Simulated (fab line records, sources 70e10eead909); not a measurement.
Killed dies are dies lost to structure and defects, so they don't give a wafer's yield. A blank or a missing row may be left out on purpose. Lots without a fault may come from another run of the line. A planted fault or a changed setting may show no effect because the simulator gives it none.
fab line records | flow nand_harc | part 1 of 2: steps 1 to 4 of 6
record lots=23 wafers=69 last_day=34
route steps=1302 shown P_ZERO_WELL@18 P_STI@109 P_GATE@172 P_CONTACT@237
lots that met no fault: from a run of the same line without faults
start_h: hours from the record's first day to the start of the lot's first wafer shown | wait_h: hours since the lot's step before | " the same as in the row above | L1.1+2: a row that stands for several wafers | - no value, or no start given | * or withheld: withheld | < > ~ a bound
route shown NAME@n: a module of which the file shows steps, and the number in the route of the first | usual: mean/standard deviation of fault-free wafers | same: alike in all rows | chamber/n: place in a boat | sites: the reading at each site | _std_site: their standard deviation | _edge_site: outer sites' mean less inner sites' | radius_mm: how far each site lies from the wafer's centre | mask NAME#n: copy n | behind: the tool/chamber that last shaped the wafer | hold: why the lot was held/for how many hours/how that ended | device: the transistor (n, p or np) that didn't switch | end of line: the same wafers' tests at the end of the route | a step without rows: its recipe alone | killed: dies lost to structure and defects at the first sort, not the wafer's yield | map: a wafer's dies, x killed, . not, _ none there
set.NAME: the setting as run; set.NAME@STEP: as run at that earlier step | model.NAME: the simulator's own value behind a step, which no gauge read
steps of the route over a sample of lots; a table a step, a row a wafer
services: from which hour (start_h, from the record's first day; less than 0 if before it) a tool's chamber was out of use, for how many hours, and why
## steps
# step NHARC_P_ZERO_WELL_ETCH_62
# recipe target_depth_a=130 time_s=6.5 chf3_flow_sccm=50 ar_flow_sccm=200 rf_w=500 bias_w=200 chemistry=CHF3/Ar
# usual drypump_motor_current_A=6.0/0.55 oes_product_au=0.957/0.017 rf_vpp_V=369.8/2.1 showerhead_plenum_p_Torr=2.31/0.087 throttle_valve_pct=20.217/0.0083
# columns lot.wafer tool chamber start_h wait_h drypump_motor_current_A oes_product_au rf_hours_counter_h rf_vpp_V showerhead_plenum_p_Torr throttle_valve_pct
L074.1 rie_diel-11 0 - - 6.2 0.939 42 368.2 2.24 20.225
L074.2 " 1 " " 6.2 0.953 41 370.6 2.33 20.221
L074.5 " 1 " " 6.2 0.945 - 370.9 2.33 20.226
L075.3 rie_diel-13 2 - - 6.0 0.990 17 367.2 2.20 20.226
L075.5 " 0 " " 5.1 0.953 - 369.6 2.37 20.203
L075.6 " 1 " " 6.6 0.976 - 369.4 2.24 20.219
L076.2 rie_diel-13 1 - - 6.7 0.979 18 367.3 2.24 20.233
L076.3 " 2 " " 6.0 0.991 19 367.4 2.20 20.209
L076.1 " 3 " " 5.8 0.961 13 373.2 2.41 20.217
L077.2 rie_diel-11 0 - - 6.2 0.981 49 367.5 2.24 20.223
L077.3 " 1 " " 6.2 0.988 48 369.3 2.33 20.200
L077.6 " 2 " " 6.6 0.965 - 371.9 2.35 20.219
L078.4 rie_diel-08 1 - - 6.5 0.970 12 369.9 2.33 20.213
L078.2 " 2 " " 5.5 0.970 13 370.6 2.41 20.215
L078.5 " 1 " " 6.5 0.975 - 369.7 2.33 20.222
L079.4 rie_diel-08 1 - - 6.5 0.928 18 370.1 2.33 20.211
L079.3 " 2 " " 5.5 0.932 16 370.8 2.41 20.219
L079.5 " 3 " " 6.3 0.937 - 367.3 2.19 20.224
L080.3 rie_diel-08 2 - - 5.5 0.933 20 372.1 2.41 20.225
L080.5 " 1 " " 6.5 0.944 - 369.7 2.33 20.220
L080.6 " 2 " " 5.5 0.948 - 371.5 2.41 20.220
L081.1 rie_diel-11 2 - - 6.6 0.950 0 371.1 2.35 20.224
L081.3 " 0 " " 6.2 0.962 0 366.6 2.24 20.213
L081.4 " 1 " " 6.2 0.960 0 370.9 2.32 20.206
L083.1 rie_diel-13 1 - - 6.7 0.964 39 368.3 2.23 20.218
L083.5 " 3 " " 5.8 0.979 - 372.3 2.41 20.207
L083.6 " 0 " " 5.1 0.943 - 371.0 2.36 20.217
L084.1 rie_diel-08 1 - - 6.5 0.931 31 369.0 2.32 20.239
L084.3 " 2 " " 5.5 0.923 33 372.6 2.40 20.219
L084.6 " 1 " " 6.4 0.926 - 368.7 2.32 20.221
L085.1 rie_diel-08 3 - - 6.3 0.973 34 367.5 2.18 20.223
L085.3 " 1 " " 6.5 0.963 33 369.9 2.32 20.228
L085.5 " 2 " " 5.5 0.982 - 372.5 2.40 20.225
L086.1 rie_diel-13 3 - - 5.8 0.943 44 372.6 2.40 20.221
L086.4 " 1 " " 6.7 0.964 46 368.0 2.23 20.221
L086.5 " 0 " " 5.0 0.947 - 370.7 2.36 20.221
L087.1 rie_diel-11 0 - - 6.2 0.978 24 367.7 2.23 20.223
L087.2 " 1 " " 6.2 0.989 19 370.2 2.32 20.201
L087.3 " 2 " " 6.6 0.962 21 369.7 2.34 20.201
L088.4 rie_diel-08 2 - - 5.6 0.977 44 373.1 2.40 20.226
L088.1 " 3 " " 6.3 0.976 44 367.0 2.18 20.226
L088.5 " 1 " " 6.5 0.967 - 369.5 2.32 20.215
L089.3 rie_diel-11 2 - - 6.6 0.949 28 370.6 2.34 20.216
L089.6 " 1 " " 6.2 0.957 - 370.2 2.31 20.199
L089.5 " 2 " " 6.6 0.946 - 370.4 2.34 20.232
L090.2 rie_diel-11 1 - - 6.2 0.954 30 368.8 2.31 20.214
L090.3 " 3 " " 6.1 0.968 37 370.9 2.40 20.211
L090.1 " 0 " " 6.2 0.981 35 367.9 2.22 20.201
L091.1 rie_diel-13 0 - - 5.1 0.954 3 371.1 2.35 20.219
L091.6 " 3 " " 5.8 0.947 - 369.7 2.40 20.213
L091.5 " 0 " " 5.1 0.952 - 371.8 2.35 20.219
L092.2 rie_diel-13 3 - - 5.8 0.952 9 371.6 2.40 20.219
L092.1 " 2 " " 6.0 0.961 7 367.5 2.18 20.216
L092.5 " 2 " " 6.0 0.961 - 366.1 2.18 20.216
L093.4 rie_diel-11 1 - - 6.2 0.963 39 370.0 2.31 20.231
L093.2 " 0 " " 6.2 0.958 44 367.2 2.22 20.223
L093.6 " 1 " " 6.2 0.965 - 370.7 2.31 20.217
L094.3 rie_diel-11 0 - - 6.2 0.949 47 368.6 2.22 20.227
L094.1 " 1 " " 6.2 0.941 41 369.7 2.31 20.220
L094.4 " 3 " " 6.1 0.947 49 370.5 2.40 20.203
L095.1 rie_diel-11 3 - - 6.1 0.945 53 371.9 2.40 20.215
L095.4 " 0 " " 6.2 0.989 53 367.7 2.22 20.214
L095.3 " 1 " " 6.2 0.983 46 369.3 2.31 20.203
L096.1 rie_diel-13 0 - - 5.1 0.970 25 370.6 2.34 20.214
L096.4 " 3 " " 5.8 0.970 26 372.3 2.39 20.205
L096.6 " 0 " " 5.1 0.975 - 370.7 2.34 20.216
L097.2 rie_diel-08 3 - - 6.3 0.950 19 373.8 2.53 20.215
L097.1 " 0 " " 4.9 0.950 19 366.2 2.18 20.205
L097.5 " 0 " " 4.9 0.944 - 367.2 2.18 20.206
# step NHARC_P_ZERO_WELL_ETCH_63
# recipe target_depth_a=1200 time_s=40.1 hbr_flow_sccm=150 cl2_flow_sccm=50 rf_w=400 icp_w=400 bias_w=100 chemistry=HBr/Cl2
# usual drypump_motor_current_A=5.8/0.53 hbr_flow_sccm=150.0/0.47 mfc_cl2_sccm=49.98/0.15 oes_product_au=0.999/0.011 throttle_valve_pct=26.405/0.0099
# columns lot.wafer tool chamber start_h wait_h drypump_motor_current_A hbr_flow_sccm mfc_cl2_sccm oes_product_au rf_hours_counter_h throttle_valve_pct
L074.2 rie_si-05 0 22.52 - 6.6 150.0 50.03 0.989 0.4 26.396
L074.1 " 1 " " 6.2 150.4 50.11 0.990 0.4 26.392
L074.5 " 3 " " 6.1 150.6 49.87 1.007 - 26.396
L075.3 rie_si-03 2 31.56 - 5.8 149.7 49.96 0.988 0.9 26.396
L075.6 " 0 " " 5.2 149.8 49.81 1.004 - 26.405
L075.5 " 1 " " 6.0 149.8 50.47 0.991 - 26.421
L076.2 rie_si-03 1 41.65 - 6.0 149.2 50.05 0.988 1.1 26.396
L076.3 " 2 " " 5.8 150.2 49.95 0.993 0.9 26.417
L076.1 " 0 " " 5.1 150.8 50.00 0.995 1.0 26.406
L077.2 rie_si-05 1 51.66 - 6.2 150.4 49.93 0.985 0.5 26.397
L077.3 " 3 " " 6.1 149.4 50.15 1.004 0.7 26.410
L077.6 " 1 " " 6.2 149.9 49.85 0.993 - 26.412
L078.2 rie_si-05 3 61.52 - 6.1 149.7 49.87 1.004 0.7 26.393
L078.4 " 0 " " 6.6 150.5 50.04 0.993 0.7 26.400
L078.5 " 0 " " 6.6 149.5 49.97 0.985 - 26.394
L079.3 rie_si-03 0 72.78 - 5.1 149.0 50.16 1.014 0.2 26.421
L079.4 " 2 " " 5.9 150.1 50.22 0.989 0.2 26.389
L079.5 " 3 " " 5.3 150.2 49.97 0.992 - 26.396
L080.3 rie_si-03 0 82.31 - 5.2 149.6 49.99 1.011 0.3 26.432
L080.5 " 0 " " 5.2 149.3 50.02 1.010 - 26.416
L080.6 " 1 " " 6.0 149.8 49.71 0.984 - 26.416
L081.1 rie_si-03 3 91.90 - 5.2 149.8 49.75 0.999 0.3 26.408
L081.3 " 1 " " 6.0 150.4 50.08 0.984 0.5 26.384
L081.4 " 2 " " 5.9 149.5 50.06 0.995 0.4 26.398
L083.1 rie_si-06 3 111.69 - 6.1 149.9 50.04 1.008 0.1 26.403
L083.5 " 1 " " 4.8 149.9 50.03 0.989 - 26.403
L083.6 " 2 " " 5.9 149.1 49.91 0.995 - 26.403
L084.3 rie_si-05 3 121.65 - 6.1 150.1 49.94 1.021 1.1 26.404
L084.1 " 1 " " 6.2 150.6 49.80 1.027 1.0 26.409
L084.6 " 0 " " 6.6 149.3 49.82 1.000 - 26.390
L085.1 rie_si-06 2 131.68 - 5.9 149.1 50.02 0.995 0.1 26.415
L085.3 " 3 " " 6.1 150.5 50.05 1.006 0.2 26.405
L085.5 " 1 " " 4.8 150.0 50.01 0.996 - 26.403
L086.4 rie_si-05 1 141.65 - 6.2 150.6 49.92 0.985 0.0 26.419
L086.1 " 2 " " 6.4 150.2 49.99 1.002 0.0 26.391
L086.5 " 1 " " 6.2 151.1 49.90 0.981 - 26.400
L087.1 rie_si-03 3 151.77 - 5.3 150.3 50.02 0.995 0.7 26.418
L087.3 " 1 " " 6.0 149.6 49.78 0.979 0.8 26.418
L087.2 " 2 " " 5.8 149.6 50.24 0.987 0.6 26.417
L088.1 rie_si-06 0 161.54 - 5.4 150.5 49.74 1.005 0.3 26.392
L088.4 " 1 " " 4.8 149.7 49.98 1.009 0.4 26.396
L088.5 " 0 " " 5.4 149.9 49.90 0.994 - 26.408
L089.3 rie_si-05 0 171.69 - 6.6 150.2 50.19 1.007 0.1 26.396
L089.5 " 1 " " 6.2 150.3 49.95 0.999 - 26.411
L089.6 " 2 " " 6.3 150.1 49.92 1.006 - 26.407
L090.1 rie_si-05 3 181.65 - 6.1 150.5 50.06 0.995 0.3 26.390
L090.2 " 0 " " 6.6 150.7 50.08 0.993 0.2 26.396
L090.3 " 1 " " 6.3 150.3 49.70 0.995 0.3 26.395
L091.1 rie_si-06 0 191.55 - 5.4 150.0 49.99 0.999 0.5 26.396
L091.5 " 3 " " 6.1 150.0 50.26 1.006 - 26.418
L091.6 " 0 " " 5.4 150.6 50.04 0.995 - 26.411
L092.1 rie_si-06 0 201.72 - 5.4 150.1 50.24 0.989 0.5 26.392
L092.2 " 1 " " 4.8 150.1 50.03 0.999 0.5 26.406
L092.5 " 3 " " 6.1 149.6 49.78 1.005 - 26.393
L093.4 rie_si-03 0 211.53 - 5.1 149.7 50.29 1.003 1.2 26.408
L093.2 " 1 " " 6.0 150.3 49.79 0.976 1.1 26.420
L093.6 " 1 " " 6.0 150.4 49.63 0.985 - 26.419
L094.4 rie_si-06 0 221.96 - 5.4 150.3 49.86 0.991 0.7 26.414
L094.1 " 1 " " 4.8 150.5 49.85 0.994 0.7 26.399
L094.3 " 2 " " 5.9 150.5 49.87 0.989 0.7 26.398
L095.1 rie_si-06 3 231.53 - 6.1 150.0 50.08 1.010 0.7 26.413
L095.4 " 0 " " 5.4 150.4 50.00 0.993 0.7 26.404
L095.3 " 1 " " 4.8 150.4 50.24 1.004 0.8 26.416
L096.1 rie_si-06 0 241.65 - 5.4 149.8 50.15 0.999 0.8 26.402
L096.4 " 3 " " 6.1 149.5 49.95 1.008 0.8 26.406
L096.6 " 0 " " 5.4 149.3 49.88 0.995 - 26.412
L097.2 rie_si-03 3 251.77 - 5.2 150.7 49.96 0.991 0.1 26.410
L097.1 " 0 " " 5.1 149.8 50.11 1.009 0.1 26.397
L097.5 " 3 " " 5.3 150.3 49.91 0.985 - 26.401
# step NHARC_P_ZERO_WELL_CD_MEAS_24
# recipe target_cd_nm=720 landing_energy_ev=500
# usual cd_nm=718.9/1.5
# columns lot.wafer tool chamber start_h wait_h cd_nm
L074.1 cd_sem-01 0 23.31 - 717.0
L074.2 " 0 " " 717.0
L074.5 " 0 " " 718.9
L075.3 cd_sem-01 0 32.47 - 717.6
L075.5 " 0 " " 718.1
L075.6 " 0 " " 717.2
L076.1 cd_sem-02 0 42.58 - 719.9
L076.2 " 0 " " 721.7
L076.3 " 0 " " 721.1
L077.2 cd_sem-01 0 52.47 - 717.6
L077.3 " 0 " " 718.6
L077.6 " 0 " " 718.9
L078.2 cd_sem-02 0 62.45 - 716.0
L078.4 " 0 " " 717.2
L078.5 " 0 " " 718.5
L079.3 cd_sem-03 0 73.70 - 716.4
L079.4 " 0 " " 717.2
L079.5 " 0 " " 715.9
L080.3 cd_sem-01 0 83.24 - 720.5
L080.5 " 0 " " 716.6
L080.6 " 0 " " 716.0
L081.1 cd_sem-01 0 92.70 - 718.1
L081.3 " 0 " " 716.9
L081.4 " 0 " " 718.5
L083.1 cd_sem-03 0 112.59 - 715.9
L083.5 " 0 " " 719.4
L083.6 " 0 " " 717.0
L084.1 cd_sem-03 0 122.58 - 718.5
L084.3 " 0 " " 719.3
L084.6 " 0 " " 720.1
L085.1 cd_sem-02 0 132.58 - 720.9
L085.3 " 0 " " 718.5
L085.5 " 0 " " 718.9
L086.1 cd_sem-01 0 142.57 - 718.3
L086.4 " 0 " " 719.2
L086.5 " 0 " " 720.7
L087.1 cd_sem-02 0 152.70 - 720.4
L087.2 " 0 " " 718.3
L087.3 " 0 " " 717.8
L088.1 cd_sem-01 0 162.47 - 718.7
L088.4 " 0 " " 719.1
L088.5 " 0 " " 719.1
L089.3 cd_sem-03 0 172.46 - 717.1
L089.5 " 0 " " 717.9
L089.6 " 0 " " 717.7
L090.1 cd_sem-02 0 182.45 - 723.0
L090.2 " 0 " " 719.4
L090.3 " 0 " " 718.4
L091.1 cd_sem-02 0 192.34 - 717.4
L091.5 " 0 " " 718.6
L091.6 " 0 " " 721.4
L092.1 cd_sem-03 0 202.62 - 721.6
L092.2 " 0 " " 719.5
L092.5 " 0 " " 719.9
L093.2 cd_sem-02 0 212.33 - 719.6
L093.4 " 0 " " 717.1
L093.6 " 0 " " 721.0
L094.1 cd_sem-03 0 222.88 - 718.1
L094.3 " 0 " " 716.0
L094.4 " 0 " " 720.2
L095.1 cd_sem-02 0 232.46 - 719.1
L095.3 " 0 " " 718.6
L095.4 " 0 " " 719.8
L096.1 cd_sem-01 0 242.57 - 719.4
L096.4 " 0 " " 721.0
L096.6 " 0 " " 721.0
L097.1 cd_sem-03 0 252.70 - 719.1
L097.2 " 0 " " 719.6
L097.5 " 0 " " 720.7
# step NHARC_P_STI_INSPECT_25
# usual raw_defect_count=210/68
# columns lot.wafer tool chamber start_h wait_h raw_defect_count
L074.1 defect_inspect-02 - 77.08 0.4 172
L074.2 " - " " 124
L074.5 " - " " 140
L075.3 defect_inspect-01 - 85.53 0.4 155
L075.5 " - " " 272
L075.6 " - " " 173
L076.1 defect_inspect-01 - 92.96 0.4 276
L076.2 " - " " 254
L076.3 " - " " 168
L077.2 defect_inspect-01 - 98.87 0.4 151
L077.3 " - " " 142
L077.6 " - " " 158
L078.2 defect_inspect-02 - 115.15 0.4 136
L078.4 " - " " 161
L078.5 " - " " 144
L079.3 defect_inspect-01 - 119.93 0.4 323
L079.4 " - " " 289
L079.5 " - " " 319
L080.3 defect_inspect-01 - 137.44 0.4 158
L080.5 " - " " 333
L080.6 " - " " 149
L081.1 defect_inspect-02 - 147.30 0.4 269
L081.3 " - " " 299
L081.4 " - " " 246
L083.1 defect_inspect-02 - 164.19 0.4 181
L083.5 " - " " 186
L083.6 " - " " 234
L084.1 defect_inspect-01 - 178.98 0.4 226
L084.3 " - " " 272
L084.6 " - " " 108
L085.1 defect_inspect-02 - 185.57 0.4 122
L085.3 " - " " 165
L085.5 " - " " 299
L086.1 defect_inspect-02 - 197.98 0.4 401
L086.4 " - " " 246
L086.5 " - " " 214
L087.1 defect_inspect-02 - 222.45 0.4 194
L087.2 " - " " 223
L087.3 " - " " 157
L088.1 defect_inspect-01 - 222.47 0.4 144
L088.4 " - " " 163
L088.5 " - " " 131
L090.1 defect_inspect-02 - 238.48 0.4 165
L090.2 " - " " 155
L090.3 " - " " 172
L089.3 defect_inspect-01 - 238.49 0.4 150
L089.5 " - " " 242
L089.6 " - " " 188
L091.1 defect_inspect-02 - 245.93 0.4 138
L091.5 " - " " 152
L091.6 " - " " 143
L092.1 defect_inspect-01 - 253.01 0.4 268
L092.2 " - " " 156
L092.5 " - " " 372
L094.1 defect_inspect-01 - 271.00 0.4 144
L094.3 " - " " 119
L094.4 " - " " 174
L093.2 defect_inspect-02 - 271.01 0.4 167
L093.4 " - " " 217
L093.6 " - " " 249
L095.1 defect_inspect-01 - 281.61 0.4 283
L095.3 " - " " 348
L095.4 " - " " 381
L096.1 defect_inspect-01 - 292.54 0.4 295
L096.4 " - " " 124
L096.6 " - " " 142
L097.1 defect_inspect-02 - 306.63 0.4 338
L097.2 " - " " 136
L097.5 " - " " 212
